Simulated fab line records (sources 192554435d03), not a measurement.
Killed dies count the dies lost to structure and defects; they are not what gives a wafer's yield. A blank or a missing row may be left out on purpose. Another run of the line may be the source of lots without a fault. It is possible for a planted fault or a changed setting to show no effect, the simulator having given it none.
Matching of chambers -- flow n5-finfet -- N5_BEOL_M13_ETCH_67 on rie-diel-06: 4 sister chambers
The step etches SiARC in CF4, target depth 143 nm, time 238.3 s. 4 wafers are shown with their chamber, then 9 later ones without.

## EACH WAFER AND ITS CHAMBER
wafer,chamber,drypump-motor-current-A (A)
L085.3,2,5.6
L087.1,3,6.4
L087.4,0,6.3
L087.6,1,5.8

## WAFERS WHOSE CHAMBER IS MISSING
wafer,drypump-motor-current-A (A)
L088.1,5.6
L088.4,5.8
L088.5,5.6
L092.2,5.7
L092.4,6.3
L092.5,6.5
L097.1,6.5
L097.2,6.3
L097.3,5.8

## EACH ONE'S CHAMBER
wafer,from the rows above,in truth
L088.1,2,2
L088.4,1,1
L088.5,2,2
L092.2,can't be placed: 1 or 2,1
L092.4,can't be placed: 0 or 3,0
L092.5,can't be placed: 3 or 0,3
L097.1,can't be placed: 3 or 0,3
L097.2,can't be placed: 0 or 3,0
L097.3,1,1
Correctly placed: 4 of 9. Not placeable from these rows: 5 (in 5, the candidates include the true chamber). Wrongly placed: 0.
How it was worked out, from the rows above alone: a wafer's distance from a chamber is the root of the sum, over the readings, of the square of ((its reading less the chamber's mean) divided by the reading's scatter). If the next closest chamber is less than 2 further off than the closest, the wafer can't be placed; otherwise it belongs to the closest. For every chamber, the mean is computed from those of its wafers that are shown. The scatter: with one shown wafer a chamber, the root of the mean of the squares of how far each hidden wafer lies from its nearest shown one.
